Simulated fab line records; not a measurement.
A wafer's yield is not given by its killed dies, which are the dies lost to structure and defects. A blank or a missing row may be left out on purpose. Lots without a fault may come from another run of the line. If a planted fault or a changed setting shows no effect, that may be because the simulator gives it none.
Which tool is to blame? + flow n5_finfet + Sampling: 24 lots, 72 wafers, 4 of 1938 route steps

== WHAT EACH GAUGE READ, for each wafer ==
N5_BEOL_M1_OCD_MEAS_38. Usual: trench_depth_nm reads 55.0 nm (standard deviation 1.1).
| lot  | measured     | on     | trench_depth_nm (nm) | flag |
|------|--------------|--------|----------------------|------|
| L074 | day 6 01:26  | ocd-01 | 54.0 55.1 54.5       |      |
| L075 | day 6 13:16  | ocd-02 | 56.1 54.8 55.7       |      |
| L076 | day 6 16:43  | ocd-02 | 56.6 56.6 55.2       |      |
| L077 | day 6 23:21  | ocd-02 | 54.7 53.7 53.9       |      |
| L078 | day 7 02:01  | ocd-01 | 54.3 54.5 54.8       |      |
| L079 | day 7 17:39  | ocd-01 | 54.2 55.0 54.1       |      |
| L081 | day 7 20:19  | ocd-01 | 55.2 55.2 55.0       |      |
| L080 | day 7 23:33  | ocd-02 | 54.8 56.0 54.0       |      |
| L082 | day 8 00:02  | ocd-02 | 54.6 53.7 54.2       |      |
| L083 | day 8 16:10  | ocd-02 | 56.6 56.5 54.0       |      |
| L084 | day 8 19:54  | ocd-01 | 56.5 57.2 55.0       |      |
| L085 | day 9 03:20  | ocd-01 | 54.1 57.0 54.8       |      |
| L087 | day 9 14:36  | ocd-02 | 56.5 57.2 56.7       |      |
| L086 | day 10 02:14 | ocd-02 | 56.4 53.8 56.8       |      |
| L088 | day 10 03:06 | ocd-01 | 56.8 56.7 54.6       |      |
| L089 | day 10 02:37 | ocd-01 | 53.9 54.1 55.8       |      |
| L090 | day 10 08:39 | ocd-01 | 54.2 53.3 53.3       |      |
| L091 | day 10 12:25 | ocd-01 | 56.3 53.5 54.1       |      |
| L092 | day 10 17:20 | ocd-02 | 54.0 54.2 54.0       |      |
| L093 | day 10 21:13 | ocd-01 | 55.4 55.7 55.4       |      |
| L094 | day 11 07:11 | ocd-02 | 53.2 56.2 56.6       |      |
| L095 | day 11 21:13 | ocd-02 | 53.2 54.6 53.9       |      |
| L096 | day 12 02:41 | ocd-02 | 54.2 54.0 54.5       |      |
| L097 | day 12 12:31 | ocd-01 | 56.4 54.2 54.6       |      |

N5_BEOL_M1_CD_MEAS_35: target cd 18 nm, target cd y 21 nm. Usual: cd_nm reads 18.1 nm (standard deviation 0.34).
| lot  | measured     | on        | cd_nm (nm)     | flag |
|------|--------------|-----------|----------------|------|
| L074 | day 6 01:35  | cd_sem-01 | 18.3 17.3 18.1 |      |
| L075 | day 6 13:25  | cd_sem-02 | 18.0 18.5 18.4 |      |
| L076 | day 6 16:52  | cd_sem-02 | 18.3 18.1 18.4 |      |
| L077 | day 6 23:30  | cd_sem-02 | 18.7 18.4 18.1 |      |
| L078 | day 7 02:10  | cd_sem-01 | 18.2 18.2 18.2 |      |
| L079 | day 7 17:48  | cd_sem-01 | 17.9 18.2 17.6 |      |
| L081 | day 7 20:28  | cd_sem-01 | 18.7 18.3 17.8 |      |
| L080 | day 7 23:42  | cd_sem-03 | 18.3 17.8 18.0 |      |
| L082 | day 8 00:11  | cd_sem-03 | 18.7 18.6 18.3 |      |
| L083 | day 8 16:19  | cd_sem-03 | 18.4 17.3 18.5 |      |
| L084 | day 8 20:04  | cd_sem-01 | 17.9 18.1 18.5 |      |
| L085 | day 9 03:29  | cd_sem-02 | 18.0 18.4 18.3 |      |
| L087 | day 9 14:45  | cd_sem-01 | 17.3 17.6 17.6 |      |
| L086 | day 10 02:23 | cd_sem-02 | 17.9 18.1 18.4 |      |
| L088 | day 10 03:16 | cd_sem-02 | 18.5 17.9 17.8 |      |
| L089 | day 10 02:47 | cd_sem-03 | 17.8 18.1 18.5 |      |
| L090 | day 10 08:48 | cd_sem-02 | 17.8 18.0 18.1 |      |
| L091 | day 10 12:34 | cd_sem-03 | 18.0 18.0 17.8 |      |
| L092 | day 10 17:29 | cd_sem-03 | 17.8 18.3 17.9 |      |
| L093 | day 10 21:22 | cd_sem-02 | 18.2 18.2 18.0 |      |
| L094 | day 11 07:20 | cd_sem-03 | 18.2 18.8 18.8 |      |
| L095 | day 11 21:22 | cd_sem-01 | 18.1 17.9 18.5 |      |
| L096 | day 12 02:51 | cd_sem-03 | 18.1 18.4 17.7 |      |
| L097 | day 12 12:40 | cd_sem-02 | 17.8 18.2 18.2 |      |

== EACH LOT AND THE TOOL THAT RAN IT (in order: tool; ch and the chambers of the sampled wafers; start) ==
| lot  | N5_BEOL_M1_ETCH_74                 | N5_BEOL_M1_ETCH_77                 |
|------|------------------------------------|------------------------------------|
| L074 | rie_diel-02 ch 1,2,3, day 5 22:47  | rie_diel-01 ch 0,1,2, day 5 23:46  |
| L075 | rie_diel-01 ch 1,2,3, day 6 09:28  | rie_diel-01 ch 0,2,3, day 6 10:28  |
| L076 | rie_diel-02 ch 0,3, day 6 12:41    | rie_diel-01 ch 2,3, day 6 13:51    |
| L077 | rie_diel-03 ch 0,1, day 6 21:25    | rie_diel-01 ch 0,1, day 6 22:17    |
| L078 | rie_diel-03 ch 0,1,3, day 6 23:41  | rie_diel-02 ch 2,3, day 7 00:34    |
| L079 | rie_diel-02 ch 0,2,3, day 7 09:52  | rie_diel-02 ch 0,2,3, day 7 10:46  |
| L081 | rie_diel-01 ch 0,2,3, day 7 18:32  | rie_diel-02 ch 1,2,3, day 7 19:31  |
| L080 | rie_diel-01 ch 0,1,2, day 7 18:49  | rie_diel-01 ch 0,1,2, day 7 19:48  |
| L082 | rie_diel-01 ch 2,3, day 7 21:55    | rie_diel-02 ch 0,1,2, day 7 22:47  |
| L083 | rie_diel-01 ch 0,2,3, day 8 12:10  | rie_diel-01 ch 0,2,3, day 8 13:08  |
| L084 | rie_diel-03 ch 2,3, day 8 13:38    | rie_diel-01 ch 0,2, day 8 14:43    |
| L085 | rie_diel-03 ch 0,1,2, day 8 23:58  | rie_diel-01 ch 2,3, day 9 00:55    |
| L087 | rie_diel-01 ch 0,3, day 9 11:23    | rie_diel-02 ch 0,1, day 9 12:23    |
| L086 | rie_diel-02 ch 0,1,3, day 9 11:28  | rie_diel-01 ch 1,2,3, day 9 12:28  |
| L088 | rie_diel-01 ch 0,1,3, day 9 11:51  | rie_diel-02 ch 2,3, day 9 12:51    |
| L089 | rie_diel-01 ch 0,1,3, day 9 16:12  | rie_diel-01 ch 0,2,3, day 9 17:14  |
| L090 | rie_diel-02 ch 0,3, day 10 00:59   | rie_diel-03 ch 1,3, day 10 01:59   |
| L091 | rie_diel-02 ch 0,3, day 10 09:22   | rie_diel-02 ch 0,2, day 10 10:14   |
| L092 | rie_diel-02 ch 2,3, day 10 14:39   | rie_diel-02 ch 2,3, day 10 15:40   |
| L093 | rie_diel-02 ch 0,2,3, day 10 15:22 | rie_diel-02 ch 0,2,3, day 10 16:14 |
| L094 | rie_diel-01 ch 0,2, day 11 03:58   | rie_diel-03 ch 2,3, day 11 04:50   |
| L095 | rie_diel-03 ch 1,2,3, day 11 08:35 | rie_diel-03 ch 1,2,3, day 11 09:27 |
| L096 | rie_diel-02 ch 0,2,3, day 11 18:34 | rie_diel-03 ch 0,1,3, day 11 19:27 |
| L097 | rie_diel-02 ch 0,1,3, day 11 20:50 | rie_diel-02 ch 1,2,3, day 11 22:08 |
- N5_BEOL_M1_ETCH_74: etches underlayer in N2/H2, target depth 6.5 nm, time 5.2 s.
- N5_BEOL_M1_ETCH_77: etches underlayer in N2/H2, target depth 6.5 nm, time 5.2 s.

== WHAT THE TOOLS THEMSELVES READ (means of the sampled wafers that have a number; where no wafer has one, the mark that the record gives instead) ==
N5_BEOL_M1_ETCH_74. Usual: drypump_motor_current_A 5.5 A, standard deviation 0.48; etch_rf_on_time_s 5.20 s, standard deviation 0.12; oes_product_au 0.67 a.u., standard deviation 0.061; rf_vpp_V 525 V, standard deviation 3.3; showerhead_plenum_p_Torr 2.58 Torr, standard deviation 0.12; throttle_valve_pct 17.95 %, standard deviation 0.23.
| lot  | tool        | drypump_motor_current_A (A) | etch_rf_on_time_s (s) | oes_product_au (a.u.) | rf_vpp_V (V) | showerhead_plenum_p_Torr (Torr) | throttle_valve_pct (%) | flag |
|------|-------------|-----------------------------|-----------------------|-----------------------|--------------|---------------------------------|------------------------|------|
| L074 | rie_diel-02 | 5.5                         | 5.20                  | 0.69                  | 523          | 2.48                            | 17.73                  |      |
| L075 | rie_diel-01 | 5.3                         | 5.12                  | 0.75                  | 527          | 2.66                            | 17.96                  |      |
| L076 | rie_diel-02 | 5.4                         | 5.29                  | 0.68                  | 524          | 2.60                            | 18.02                  |      |
| L077 | rie_diel-03 | 5.3                         | 5.33                  | 0.63                  | 524          | 2.53                            | 18.06                  |      |
| L078 | rie_diel-03 | 5.4                         | 5.22                  | 0.64                  | 524          | 2.58                            | 18.02                  |      |
| L079 | rie_diel-02 | 5.7                         | 5.15                  | 0.69                  | 522          | 2.53                            | 17.98                  |      |
| L081 | rie_diel-01 | 5.4                         | 5.17                  | 0.69                  | 525          | 2.63                            | 17.94                  |      |
| L080 | rie_diel-01 | 5.6                         | 5.17                  | 0.72                  | 527          | 2.69                            | 17.96                  |      |
| L082 | rie_diel-01 | 5.1                         | 4.98                  | 0.71                  | 525          | 2.60                            | 17.95                  |      |
| L083 | rie_diel-01 | 5.4                         | 5.15                  | 0.69                  | 526          | 2.63                            | 17.94                  |      |
| L084 | rie_diel-03 | 6.2                         | 5.22                  | 0.64                  | 526          | 2.66                            | 17.81                  |      |
| L085 | rie_diel-03 | 5.7                         | 5.21                  | 0.63                  | 524          | 2.57                            | 17.97                  |      |
| L087 | rie_diel-01 | 5.9                         | 5.21                  | 0.62                  | 525          | 2.60                            | 18.08                  |      |
| L086 | rie_diel-02 | 5.3                         | 5.33                  | 0.65                  | 523          | 2.54                            | 17.82                  |      |
| L088 | rie_diel-01 | 5.7                         | 5.17                  | 0.66                  | 526          | 2.63                            | 18.09                  |      |
| L089 | rie_diel-01 | 5.7                         | 5.15                  | 0.66                  | 527          | 2.63                            | 18.10                  |      |
| L090 | rie_diel-02 | 5.5                         | 5.24                  | 0.69                  | 527          | 2.63                            | 17.87                  |      |
| L091 | rie_diel-02 | 5.5                         | 5.22                  | 0.69                  | 526          | 2.63                            | 17.87                  |      |
| L092 | rie_diel-02 | 5.8                         | 5.16                  | 0.71                  | 524          | 2.56                            | 17.82                  |      |
| L093 | rie_diel-02 | 5.7                         | 5.22                  | 0.66                  | 524          | 2.52                            | 18.02                  |      |
| L094 | rie_diel-01 | 5.2                         | 5.12                  | 0.71                  | 527          | 2.68                            | 17.87                  |      |
| L095 | rie_diel-03 | 5.8                         | 5.21                  | 0.63                  | 525          | 2.61                            | 17.96                  |      |
| L096 | rie_diel-02 | 5.7                         | 5.25                  | 0.65                  | 523          | 2.51                            | 18.03                  |      |
| L097 | rie_diel-02 | 5.3                         | 5.23                  | 0.64                  | 524          | 2.53                            | 17.84                  |      |

N5_BEOL_M1_ETCH_77. Usual: drypump_motor_current_A 5.5 A, standard deviation 0.51; etch_rf_on_time_s 5.19 s, standard deviation 0.12; oes_product_au 0.67 a.u., standard deviation 0.069; rf_vpp_V 525 V, standard deviation 3.4; showerhead_plenum_p_Torr 2.57 Torr, standard deviation 0.12; throttle_valve_pct 17.94 %, standard deviation 0.23.
| lot  | tool        | drypump_motor_current_A (A) | etch_rf_on_time_s (s) | oes_product_au (a.u.) | rf_vpp_V (V) | showerhead_plenum_p_Torr (Torr) | throttle_valve_pct (%) | flag |
|------|-------------|-----------------------------|-----------------------|-----------------------|--------------|---------------------------------|------------------------|------|
| L074 | rie_diel-01 | 5.6                         | 5.18                  | 0.75                  | 528          | 2.70                            | 17.94                  |      |
| L075 | rie_diel-01 | 5.4                         | 5.14                  | 0.71                  | 526          | 2.64                            | 17.94                  |      |
| L076 | rie_diel-01 | 5.1                         | 4.96                  | 0.73                  | 526          | 2.60                            | 17.95                  |      |
| L077 | rie_diel-01 | 5.9                         | 5.28                  | 0.70                  | 529          | 2.70                            | 18.09                  |      |
| L078 | rie_diel-02 | 5.9                         | 5.17                  | 0.70                  | 523          | 2.45                            | 17.93                  |      |
| L079 | rie_diel-02 | 5.7                         | 5.17                  | 0.68                  | 525          | 2.53                            | 17.98                  |      |
| L081 | rie_diel-02 | 5.5                         | 5.19                  | 0.67                  | 523          | 2.48                            | 17.74                  |      |
| L080 | rie_diel-01 | 5.6                         | 5.22                  | 0.72                  | 527          | 2.69                            | 17.97                  |      |
| L082 | rie_diel-02 | 5.4                         | 5.24                  | 0.64                  | 521          | 2.43                            | 17.94                  |      |
| L083 | rie_diel-01 | 5.4                         | 5.17                  | 0.69                  | 526          | 2.63                            | 17.95                  |      |
| L084 | rie_diel-01 | 5.7                         | 5.26                  | 0.67                  | 527          | 2.66                            | 17.97                  |      |
| L085 | rie_diel-01 | 5.1                         | 4.96                  | 0.71                  | 526          | 2.59                            | 17.96                  |      |
| L087 | rie_diel-02 | 5.2                         | 5.27                  | 0.61                  | 523          | 2.50                            | 18.01                  |      |
| L086 | rie_diel-01 | 5.3                         | 5.15                  | 0.72                  | 527          | 2.65                            | 18.00                  |      |
| L088 | rie_diel-02 | 5.9                         | 5.15                  | 0.68                  | 521          | 2.45                            | 17.94                  |      |
| L089 | rie_diel-01 | 5.4                         | 5.09                  | 0.68                  | 526          | 2.62                            | 17.98                  |      |
| L090 | rie_diel-03 | 5.4                         | 5.34                  | 0.62                  | 525          | 2.58                            | 18.06                  |      |
| L091 | rie_diel-02 | 5.8                         | 5.13                  | 0.64                  | 520          | 2.41                            | 18.16                  |      |
| L092 | rie_diel-02 | 5.8                         | 5.15                  | 0.70                  | 526          | 2.56                            | 17.80                  |      |
| L093 | rie_diel-02 | 5.7                         | 5.19                  | 0.66                  | 524          | 2.52                            | 18.00                  |      |
| L094 | rie_diel-03 | 6.3                         | 5.22                  | 0.63                  | 528          | 2.65                            | 17.85                  |      |
| L095 | rie_diel-03 | 5.8                         | 5.33                  | 0.62                  | 525          | 2.61                            | 17.98                  |      |
| L096 | rie_diel-03 | 5.5                         | 5.26                  | 0.62                  | 525          | 2.56                            | 18.07                  |      |
| L097 | rie_diel-02 | 5.5                         | 5.18                  | 0.65                  | 523          | 2.46                            | 17.79                  |      |

== THE ANSWER, worked out from the rows above alone ==
Rule: a lot counts as off when the mean over its wafers that have a number is more than 3 standard deviations away from the usual mean. Also off: a lot with no number at a reading for which 4 or more lots have one. All remaining lots with rows at the step are treated as sound. First the gauges in route order, then the tools' own readings, where a lot's mean is used as printed above. The first step at which some lot is off is used, and at that step the reading that is off furthest; a lot without a number counts as furthest.
None of the lots is off at any reading shown; this tells nothing.

== WHAT WAS PUT IN BY THE SIMULATOR ==
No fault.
